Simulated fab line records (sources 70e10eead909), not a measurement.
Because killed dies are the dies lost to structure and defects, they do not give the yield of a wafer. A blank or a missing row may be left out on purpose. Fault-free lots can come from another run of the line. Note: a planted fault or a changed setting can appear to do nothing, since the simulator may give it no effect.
Which tool did it? || flow nand_harc || 33 wafers from 11 lots sampled at 7 of the route's 1159 steps

== WHAT THE GAUGES READ, wafer by wafer ==
NHARC_P_M0_CD_MEAS_09: the cd target is 90 nm.
{"lot": "L151", "measured": "day 5 20:27", "on": "cd_sem-02", "cd_nm (nm)": "89.6 89.0 89.8"}
{"lot": "L152", "measured": "day 5 22:15", "on": "cd_sem-01", "cd_nm (nm)": "89.8 90.7 90.2"}
{"lot": "L153", "measured": "day 6 09:44", "on": "cd_sem-01", "cd_nm (nm)": "90.0 90.7 89.7"}
{"lot": "L154", "measured": "day 6 12:34", "on": "cd_sem-03", "cd_nm (nm)": "89.8 89.9 90.4"}
{"lot": "L156", "measured": "day 6 23:53", "on": "cd_sem-02", "cd_nm (nm)": "90.2 88.8 89.1"}
{"lot": "L160", "measured": "day 8 00:17", "on": "cd_sem-02", "cd_nm (nm)": "89.9 90.7 90.8"}
{"lot": "L167", "measured": "day 10 00:52", "on": "cd_sem-01", "cd_nm (nm)": "90.5 89.5 90.0"}
{"lot": "L168", "measured": "day 10 05:32", "on": "cd_sem-03", "cd_nm (nm)": "87.0 86.7 86.7"}
{"lot": "L171", "measured": "day 10 17:59", "on": "cd_sem-01", "cd_nm (nm)": "86.7 86.8 86.5"}
{"lot": "L173", "measured": "day 11 01:52", "on": "cd_sem-02", "cd_nm (nm)": "90.2 89.8 91.0"}
{"lot": "L174", "measured": "day 11 14:31", "on": "cd_sem-03", "cd_nm (nm)": "89.6 89.4 89.8"}

NHARC_P_M0_OVL_MEAS_10: pitch 180 nm.
{"lot": "L151", "measured": "day 5 20:32", "on": "overlay-01", "overlay_x_nm (nm)": "-0.6 0.0 0.0", "overlay_y_nm (nm)": "0.5 0.4 0.0"}
{"lot": "L152", "measured": "day 5 22:20", "on": "overlay-01", "overlay_x_nm (nm)": "-0.6 -1.1 -0.5", "overlay_y_nm (nm)": "-0.9 -0.7 -1.0"}
{"lot": "L153", "measured": "day 6 09:50", "on": "overlay-01", "overlay_x_nm (nm)": "1.2 0.9 1.0", "overlay_y_nm (nm)": "1.2 0.9 1.0"}
{"lot": "L154", "measured": "day 6 12:39", "on": "overlay-01", "overlay_x_nm (nm)": "-0.4 0.4 -0.2", "overlay_y_nm (nm)": "-1.3 -1.9 -2.0"}
{"lot": "L156", "measured": "day 6 23:59", "on": "overlay-01", "overlay_x_nm (nm)": "-0.6 -1.0 -0.7", "overlay_y_nm (nm)": "-0.6 -1.0 -0.2"}
{"lot": "L160", "measured": "day 8 00:22", "on": "overlay-01", "overlay_x_nm (nm)": "1.5 1.2 1.3", "overlay_y_nm (nm)": "-0.7 -0.5 0.1"}
{"lot": "L167", "measured": "day 10 00:57", "on": "overlay-01", "overlay_x_nm (nm)": "-0.3 -0.7 0.0", "overlay_y_nm (nm)": "-0.6 -0.9 -0.5"}
{"lot": "L168", "measured": "day 10 05:38", "on": "overlay-01", "overlay_x_nm (nm)": "0.6 0.5 0.7", "overlay_y_nm (nm)": "1.6 0.4 1.4"}
{"lot": "L171", "measured": "day 10 18:05", "on": "overlay-01", "overlay_x_nm (nm)": "-1.8 -2.2 -1.5", "overlay_y_nm (nm)": "-0.8 -0.7 -1.3"}
{"lot": "L173", "measured": "day 11 01:56", "on": "overlay-01", "overlay_x_nm (nm)": "1.5 1.3 1.5", "overlay_y_nm (nm)": "-0.5 -0.3 -0.6"}
{"lot": "L174", "measured": "day 11 14:35", "on": "overlay-01", "overlay_x_nm (nm)": "0.0 0.3 0.0", "overlay_y_nm (nm)": "0.0 -0.2 -0.2"}

NHARC_P_M0_CD_MEAS_16.
{"lot": "L151", "measured": "day 5 20:56", "on": "cd_sem-02", "cd_nm (nm)": "89.0 89.6 89.9"}
{"lot": "L152", "measured": "day 5 22:45", "on": "cd_sem-03", "cd_nm (nm)": "91.0 90.0 89.7"}
{"lot": "L153", "measured": "day 6 10:16", "on": "cd_sem-02", "cd_nm (nm)": "89.3 90.8 89.0"}
{"lot": "L154", "measured": "day 6 13:03", "on": "cd_sem-01", "cd_nm (nm)": "88.7 89.4 90.0"}
{"lot": "L156", "measured": "day 7 00:25", "on": "cd_sem-03", "cd_nm (nm)": "89.5 89.3 89.6"}
{"lot": "L160", "measured": "day 8 00:46", "on": "cd_sem-02", "cd_nm (nm)": "89.9 90.0 89.9"}
{"lot": "L167", "measured": "day 10 01:21", "on": "cd_sem-01", "cd_nm (nm)": "90.7 90.2 89.3"}
{"lot": "L168", "measured": "day 10 06:02", "on": "cd_sem-01", "cd_nm (nm)": "85.9 86.2 86.5"}
{"lot": "L171", "measured": "day 10 18:48", "on": "cd_sem-03", "cd_nm (nm)": "86.8 86.9 86.0"}
{"lot": "L173", "measured": "day 11 02:20", "on": "cd_sem-02", "cd_nm (nm)": "90.5 89.7 90.9"}
{"lot": "L174", "measured": "day 11 14:59", "on": "cd_sem-03", "cd_nm (nm)": "88.3 88.4 89.0"}

NHARC_END_SORT_01.
{"lot": "L168", "measured": "day 24 02:37", "on": "prober-02", "defect_limited_yield (%)": 94.4, "killed_at_array": 35, "killed_at_other": 0, "killed_at_periphery": 3, "killed_dies": 38, "killed_open": 2, "killed_short": 4, "sort_bin_2_pct (%)": 1.9, "sort_bin_3_pct (%)": 0.15, "sort_bin_4_pct (%)": 3.5, "sort_n_pass": 639, "sort_rim_yield_pct (%)": 92, "sort_yield_pct (%)": 94.4}

== TOOL THAT RAN EACH LOT (tool first, then ch and the chambers of the sampled wafers, then the start) ==
{"lot": "L151", "NHARC_P_M0_PEB_07": "litho_track-06 ch 0, day 5 20:22", "NHARC_P_M0_ETCH_15": "rie_diel-11 ch 2,3, day 5 20:56 or earlier", "NHARC_P_M0_PVD_21": "pvd_sputter-01, no start"}
{"lot": "L152", "NHARC_P_M0_PEB_07": "litho_track-04 ch 0, day 5 22:10", "NHARC_P_M0_ETCH_15": "rie_diel-06 ch 0,1,2, day 5 22:45 or earlier", "NHARC_P_M0_PVD_21": "pvd_sputter-02, no start"}
{"lot": "L153", "NHARC_P_M0_PEB_07": "litho_track-06 ch 0, day 6 09:40", "NHARC_P_M0_ETCH_15": "rie_diel-11 ch 1,2,3, day 6 10:16 or earlier", "NHARC_P_M0_PVD_21": "pvd_sputter-02, no start"}
{"lot": "L154", "NHARC_P_M0_PEB_07": "litho_track-04 ch 0, day 6 12:29", "NHARC_P_M0_ETCH_15": "rie_diel-04 ch 1,2,3, day 6 13:03 or earlier", "NHARC_P_M0_PVD_21": "pvd_sputter-02, no start"}
{"lot": "L156", "NHARC_P_M0_PEB_07": "litho_track-06 ch 0, day 6 23:49", "NHARC_P_M0_ETCH_15": "rie_diel-11 ch 1,2,3, day 7 00:25 or earlier", "NHARC_P_M0_PVD_21": "pvd_sputter-01, no start"}
{"lot": "L160", "NHARC_P_M0_PEB_07": "litho_track-04 ch 0, day 8 00:11", "NHARC_P_M0_ETCH_15": "rie_diel-06 ch 1,2, day 8 00:46 or earlier", "NHARC_P_M0_PVD_21": "pvd_sputter-01, no start"}
{"lot": "L167", "NHARC_P_M0_PEB_07": "litho_track-01 ch 0, day 10 00:47", "NHARC_P_M0_ETCH_15": "rie_diel-06 ch 0,1,2, day 10 01:21 or earlier", "NHARC_P_M0_PVD_21": "pvd_sputter-01, no start"}
{"lot": "L168", "NHARC_P_M0_PEB_07": "litho_track-04 ch 0, day 10 05:28", "NHARC_P_M0_ETCH_15": "rie_diel-06 ch 0,3, day 10 06:02 or earlier", "NHARC_P_M0_PVD_21": "pvd_sputter-01, day 24 02:37 or earlier"}
{"lot": "L171", "NHARC_P_M0_PEB_07": "litho_track-04 ch 0, day 10 17:55", "NHARC_P_M0_ETCH_15": "rie_diel-04 ch 0,2,3, day 10 18:48 or earlier", "NHARC_P_M0_PVD_21": "pvd_sputter-02, no start"}
{"lot": "L173", "NHARC_P_M0_PEB_07": "litho_track-01 ch 0, day 11 01:47", "NHARC_P_M0_ETCH_15": "rie_diel-11 ch 0,2, day 11 02:20 or earlier", "NHARC_P_M0_PVD_21": "pvd_sputter-03, no start"}
{"lot": "L174", "NHARC_P_M0_PEB_07": "litho_track-01 ch 0, day 11 14:26", "NHARC_P_M0_ETCH_15": "rie_diel-06 ch 0,1,3, day 11 14:59 or earlier", "NHARC_P_M0_PVD_21": "pvd_sputter-01, no start"}
- NHARC_P_M0_PEB_07: peb time 65 s.
- NHARC_P_M0_ETCH_15: etches the open film in C4F8/Ar, target depth 150 nm, overetch 15 nm, time 82.5 s.
- NHARC_P_M0_PVD_21: deposits Cu, target thk 30 nm, time 20.49 s.

== AS READ BY THE TOOLS THEMSELVES (means over the sampled wafers that have a number; for cases with no such wafer, the mark the record gives instead) ==
NHARC_P_M0_PEB_07.
{"lot": "L151", "tool": "litho_track-06", "heater_power_total_W (W)": 157.2, "plate_temp_C (C)": 99.92}
{"lot": "L152", "tool": "litho_track-04", "heater_power_total_W (W)": 156.9, "plate_temp_C (C)": 100.03}
{"lot": "L153", "tool": "litho_track-06", "heater_power_total_W (W)": 157.0, "plate_temp_C (C)": 99.83}
{"lot": "L154", "tool": "litho_track-04", "heater_power_total_W (W)": 156.4, "plate_temp_C (C)": 100.03}
{"lot": "L156", "tool": "litho_track-06", "heater_power_total_W (W)": 156.9, "plate_temp_C (C)": 100.05}
{"lot": "L160", "tool": "litho_track-04", "heater_power_total_W (W)": 156.4, "plate_temp_C (C)": 99.98}
{"lot": "L167", "tool": "litho_track-01", "heater_power_total_W (W)": 156.7, "plate_temp_C (C)": 100.05}
{"lot": "L168", "tool": "litho_track-04", "heater_power_total_W (W)": 154.6, "plate_temp_C (C)": 99.00}
{"lot": "L171", "tool": "litho_track-04", "heater_power_total_W (W)": 155.2, "plate_temp_C (C)": 99.35}
{"lot": "L173", "tool": "litho_track-01", "heater_power_total_W (W)": 156.6, "plate_temp_C (C)": 100.00}
{"lot": "L174", "tool": "litho_track-01", "heater_power_total_W (W)": 156.7, "plate_temp_C (C)": 100.11}

NHARC_P_M0_ETCH_15.
{"lot": "L151", "tool": "rie_diel-11", "oes_product_au (a.u.)": 0.968, "rf_vpp_V (V)": 444.2}
{"lot": "L152", "tool": "rie_diel-06", "oes_product_au (a.u.)": 0.968, "rf_vpp_V (V)": 439.3}
{"lot": "L153", "tool": "rie_diel-11", "oes_product_au (a.u.)": 0.925, "rf_vpp_V (V)": 441.5}
{"lot": "L154", "tool": "rie_diel-04", "oes_product_au (a.u.)": 0.971, "rf_vpp_V (V)": 442.2}
{"lot": "L156", "tool": "rie_diel-11", "oes_product_au (a.u.)": 0.938, "rf_vpp_V (V)": 442.0}
{"lot": "L160", "tool": "rie_diel-06", "oes_product_au (a.u.)": 0.977, "rf_vpp_V (V)": 440.7}
{"lot": "L167", "tool": "rie_diel-06", "oes_product_au (a.u.)": 0.970, "rf_vpp_V (V)": 439.9}
{"lot": "L168", "tool": "rie_diel-06", "oes_product_au (a.u.)": 0.953, "rf_vpp_V (V)": 437.8}
{"lot": "L171", "tool": "rie_diel-04", "oes_product_au (a.u.)": 0.949, "rf_vpp_V (V)": 442.1}
{"lot": "L173", "tool": "rie_diel-11", "oes_product_au (a.u.)": 0.971, "rf_vpp_V (V)": 442.5}
{"lot": "L174", "tool": "rie_diel-06", "oes_product_au (a.u.)": 0.968, "rf_vpp_V (V)": 437.4}

NHARC_P_M0_PVD_21.
{"lot": "L151", "tool": "pvd_sputter-01", "throttle_valve_pct (%)": 30.1}
{"lot": "L152", "tool": "pvd_sputter-02", "throttle_valve_pct (%)": 29.0}
{"lot": "L153", "tool": "pvd_sputter-02", "throttle_valve_pct (%)": 28.9}
{"lot": "L154", "tool": "pvd_sputter-02", "throttle_valve_pct (%)": 28.6}
{"lot": "L156", "tool": "pvd_sputter-01", "throttle_valve_pct (%)": 30.2}
{"lot": "L160", "tool": "pvd_sputter-01", "throttle_valve_pct (%)": 30.0}
{"lot": "L167", "tool": "pvd_sputter-01", "throttle_valve_pct (%)": 30.2}
{"lot": "L168", "tool": "pvd_sputter-01", "throttle_valve_pct (%)": 29.9}
{"lot": "L171", "tool": "pvd_sputter-02", "throttle_valve_pct (%)": 29.3}
{"lot": "L173", "tool": "pvd_sputter-03", "throttle_valve_pct (%)": 30.5}
{"lot": "L174", "tool": "pvd_sputter-01", "throttle_valve_pct (%)": 30.2}

== THE ANSWER, worked out from the rows above alone ==
Rule: usual is defined by the lots themselves. Put in order of their means at a reading, lots are off if they are a third of the lots or fewer, leave a main group of 4 or more, and stand apart from it by a gap of 3 or more times the standard deviation of the main group's means; of several such gaps the widest counts. A main group is skipped when, at the precision printed for the reading in the tables above, its means are all equal. Also off: a lot with no number at a reading for which 4 or more lots have one. Any other lot the step has rows for is counted as sound. First the gauges in route order, then the tools' own readings, where a lot's mean is used as printed above. At the first step where some lot is off, the reading lying furthest off is the one used; lots without a number count as furthest.
Off at NHARC_P_M0_CD_MEAS_09 (cd_nm): L168, L171. The main group: mean 90.0 nm, standard deviation 0.37.
A tool fits if, at a process step before that reading, it ran every lot that is off, and no sound lot after the first of them. The gauges at NHARC_P_M0_CD_MEAS_09 aren't tried: what is off there is off at NHARC_P_M0_PEB_07 too, on other tools, and a gauge's error can't cause that. One candidate fits, namely litho_track-04 at NHARC_P_M0_PEB_07. Its last sound lot is L160 (day 8 00:11), its first lot that is off L168 (day 10 05:28): a fault that began between those two fits.
The tool's own readings at NHARC_P_M0_PEB_07 bear it out: on the lots that are off they differ by more than 5 times the standard deviation of the sound lots' means. heater_power_total_W reads 154.9 W there against 156.8 W on the sound lots; plate_temp_C reads 99.17 C there against 100.00 C on the sound lots.

== WHAT HAD BEEN PUT IN BY THE SIMULATOR ==
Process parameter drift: litho_track-04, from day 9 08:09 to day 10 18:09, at NHARC_P_M0_PEB_07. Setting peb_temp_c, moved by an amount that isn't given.
Struck lots among those shown: L168, L171. The rule above found the same.
